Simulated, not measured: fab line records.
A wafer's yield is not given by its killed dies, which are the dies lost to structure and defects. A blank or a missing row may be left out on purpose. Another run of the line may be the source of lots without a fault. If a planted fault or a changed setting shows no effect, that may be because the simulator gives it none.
The tool behind it: which one?    flow nand-harc    13 lots with 39 wafers sampled at 5 steps, on a route of 1302 steps

== WHAT THE GAUGES SHOWED, per wafer ==
NHARC_P_STI_CD_MEAS_09: target cd 200 nm. Usual: cd-nm at 200.2 nm, with a standard deviation of 2.1.
lot   measured      on         cd-nm (nm)         flag
L848  day 3 08:05   cd-sem-02  198.5 202.3 201.5  
L849  day 3 15:31   cd-sem-02  198.6 197.3 201.6  
L850  day 4 00:25   cd-sem-03  201.4 198.9 198.4  
L853  day 5 06:46   cd-sem-03  195.5 198.3 199.8  
L855  day 6 04:05   cd-sem-01  198.0 197.7 199.8  
L857  day 7 01:31   cd-sem-03  198.1 198.2 195.8  
L860  day 8 07:17   cd-sem-03  201.6 199.9 197.3  
L861  day 8 16:28   cd-sem-01  203.2 202.6 201.8  
L864  day 9 22:07   cd-sem-03  197.7 198.1 200.9  
L870  day 12 10:53  cd-sem-03  202.3 204.9 201.9  

NHARC_END_SORT_01. Usual: killed-at-array 53, standard deviation 19; killed-at-other 0.7, standard deviation 1.1; killed-at-periphery 4.2, standard deviation 2.7; killed-dies 58, standard deviation 18; killed-open 3.1, standard deviation 1.9; killed-short 2.5, standard deviation 1.6.
lot   measured      on         killed-at-array  killed-at-other  killed-at-periphery  killed-dies  killed-open  killed-short  flag
L848  day 25 03:16  prober-01  22 27 29         0 0 1            3 1 1                25 28 31     5 5 3        6 2 2         
L849  day 25 04:07  prober-02  82 80 84         2 0 1            3 0 4                87 80 89     1 1 1        4 1 1         
L850  day 25 11:50  prober-01  22 27 23         1 0 1            9 10 6               32 37 30     3 1 8        1 5 2         
L853  day 26 16:09  prober-01  53 43 29         0 0 1            8 2 3                61 45 33     6 1 2        4 3 1         
L855  day 27 13:10  prober-02  60 41 31         1 2 5            8 8 7                69 51 43     3 0 3        2 1 2         
L857  day 28 16:03  prober-02  38 51 38         0 1 3            8 1 8                46 53 49     2 1 3        4 1 1         
L860  day 30 04:57  prober-01  51 49 45         0 0 0            7 1 3                58 50 48     7 0 4        1 3 1         
L861  day 29 19:20  prober-02  43 46 41         0 0 1            3 3 0                46 49 42     2 2 3        2 2 2         
L864  day 30 13:05  prober-02  49 52 62         0 1 0            7 4 7                56 57 69     2 3 3        2 2 2         
L867  day 33 03:59  prober-02  30 34 31         1 1 1            646 642 645          677 677 677  1 3 5        1 2 2         OFF
L868  day 32 18:23  prober-01  67 79 80         0 0 0            610 598 597          677 677 677  3 3 2        4 3 8         OFF
L869  day 33 11:47  prober-01  57 40 40         1 4 3            619 633 634          677 677 677  0 1 6        4 1 1         OFF
L870  day 34 02:05  prober-02  88 54 73         1 2 2            2 3 1                91 59 76     3 4 1        4 2 6         

== TOOL THAT RAN EACH LOT (tool first, then ch and the chambers of the sampled wafers, then the start) ==
lot   NHARC_P_ZERO_WELL_IMPLANT_58     NHARC_P_ZERO_WELL_DESCUM_39         NHARC_P_STI_CMP_21
L848  implanter-01 ch 0, day 2 09:16   rie-diel-06 ch 0,1, day 2 10:31     cmp-01 ch 0,2, day 4 04:11
L849  implanter-01 ch 0, day 2 19:09   rie-diel-05 ch 0,1,2, day 2 20:17   cmp-01 ch 1,2,3, day 4 09:37
L850  implanter-01 ch 0, day 3 05:09   rie-diel-01 ch 0,1, day 3 06:16     cmp-01 ch 0,2,3, day 4 20:43
L853  implanter-02 ch 0, day 4 11:17   rie-diel-05 ch 0,2, day 4 12:20     cmp-01 ch 0,1,2, day 6 02:58
L855  implanter-01 ch 0, day 5 07:12   rie-diel-05 ch 0,1, day 5 08:18     cmp-01 ch 1,2, day 7 01:02
L857  implanter-01 ch 0, day 6 03:19   rie-diel-06 ch 2,3, day 6 04:23     cmp-02 ch 0,2,3, day 7 20:29
L860  implanter-01 ch 0, day 7 09:34   rie-diel-06 ch 0,1,2, day 7 10:40   cmp-01 ch 0,1,3, day 9 16:29
L861  implanter-02 ch 0, day 7 19:16   rie-diel-05 ch 0,2, day 7 20:24     cmp-02 ch 0,1,3, day 9 16:28
L864  implanter-02 ch 0, day 9 01:30   rie-diel-06 ch 1,2,3, day 9 02:37   cmp-04 ch 0,1,3, day 10 17:09
L867  implanter-01, day 10 07:13       rie-diel-01 ch 0,2,3, day 10 08:19  -
L868  implanter-01, day 10 19:11       rie-diel-01 ch 0,1,3, day 10 20:11  -
L869  implanter-02, day 11 03:22       rie-diel-06 ch 1,2,3, day 11 04:29  -
L870  implanter-01 ch 0, day 11 13:19  rie-diel-01 ch 2,3, day 11 14:24    cmp-04 ch 0,3, day 13 05:28
- NHARC_P_ZERO_WELL_IMPLANT_58
- NHARC_P_ZERO_WELL_DESCUM_39: chemistry O2, time 3 s.
- NHARC_P_STI_CMP_21: polishes, t overpolish 20 s, target thk 380.67 nm.

== WHAT THE TOOLS THEMSELVES READ (means of the sampled wafers that have a number; where no wafer has one, the mark that the record gives instead) ==
NHARC_P_ZERO_WELL_IMPLANT_58. Usual: beam-energy-keV 100.00, standard deviation 0.033; beam-on-s 9.98 s, standard deviation 0.22.
lot   tool          beam-energy-keV  beam-on-s (s)  flag
L848  implanter-01  99.98            10.09          
L849  implanter-01  100.01           9.99           
L850  implanter-01  99.99            10.14          
L853  implanter-02  99.99            10.04          
L855  implanter-01  99.97            10.06          
L857  implanter-01  99.97            10.08          
L860  implanter-01  99.99            9.88           
L861  implanter-02  99.98            9.90           
L864  implanter-02  100.00           9.90           
L867  implanter-01  -                -              OFF
L868  implanter-01  -                -              OFF
L869  implanter-02  -                -              OFF
L870  implanter-01  100.06           9.84           

NHARC_P_ZERO_WELL_DESCUM_39. Usual: drypump-motor-current-A 5.6 A, standard deviation 0.62; oes-product-au 1.002 a.u., standard deviation 0.0098; rf-vpp-V 57.8 V, standard deviation 0.91; showerhead-plenum-p-Torr 1.91 Torr, standard deviation 0.072; throttle-valve-pct 11.310 %, standard deviation 0.0082.
lot   tool         drypump-motor-current-A (A)  oes-product-au (a.u.)  rf-vpp-V (V)  showerhead-plenum-p-Torr (Torr)  throttle-valve-pct (%)  flag
L848  rie-diel-06  5.6                          1.008                  58.3          2.02                             11.316                  
L849  rie-diel-05  5.5                          1.002                  57.9          1.89                             11.298                  
L850  rie-diel-01  5.9                          1.003                  57.4          1.96                             11.308                  
L853  rie-diel-05  5.9                          0.999                  57.9          1.89                             11.313                  
L855  rie-diel-05  4.9                          1.002                  58.1          1.88                             11.301                  
L857  rie-diel-06  5.5                          1.007                  58.4          1.88                             11.314                  
L860  rie-diel-06  5.4                          1.001                  58.3          1.97                             11.310                  
L861  rie-diel-05  5.9                          1.000                  58.8          1.88                             11.314                  
L864  rie-diel-06  5.7                          1.003                  57.1          1.90                             11.312                  
L867  rie-diel-01  5.4                          0.990                  57.9          1.89                             11.301                  
L868  rie-diel-01  5.7                          0.999                  57.6          1.90                             11.314                  
L869  rie-diel-06  5.7                          1.015                  57.9          1.89                             11.311                  
L870  rie-diel-01  5.2                          0.999                  57.5          1.86                             11.315                  

NHARC_P_STI_CMP_21. Usual: motor-current-A 12.0 A, standard deviation 1.2; overpolish-run-s 19.999 s, standard deviation 0.0093.
lot   tool    motor-current-A (A)  overpolish-run-s (s)  flag
L848  cmp-01  11.4                 19.997                
L849  cmp-01  11.7                 19.995                
L850  cmp-01  11.9                 20.005                
L853  cmp-01  12.1                 19.998                
L855  cmp-01  11.7                 19.996                
L857  cmp-02  12.0                 19.995                
L860  cmp-01  12.3                 19.997                
L861  cmp-02  11.7                 19.996                
L864  cmp-04  12.3                 19.988                
L870  cmp-04  11.6                 20.002                

== THE ANSWER, worked out from the rows above alone ==
Rule: a lot is off if the mean of its wafers that have a number lies more than 3 standard deviations from the usual mean. A lot without any number at a reading at which 4 lots or more have one is off too. All remaining lots with rows at the step are treated as sound. First the gauges in route order, then the tools' own readings, where a lot's mean is used as printed above. At the first step where some lot is off, the reading lying furthest off is the one used; lots without a number count as furthest.
Off: L867, L868, L869, at NHARC_END_SORT_01 (killed-at-periphery).
If a tool, at a process step before that reading, ran all the lots that are off and no sound lot after the first of them, it fits. Not tried: the gauges at NHARC_END_SORT_01; whatever is off there is also off at NHARC_P_ZERO_WELL_IMPLANT_58, on other tools, and gauge error can't account for it. Of those tried, none fits.

== WHAT WAS PUT IN BY THE SIMULATOR ==
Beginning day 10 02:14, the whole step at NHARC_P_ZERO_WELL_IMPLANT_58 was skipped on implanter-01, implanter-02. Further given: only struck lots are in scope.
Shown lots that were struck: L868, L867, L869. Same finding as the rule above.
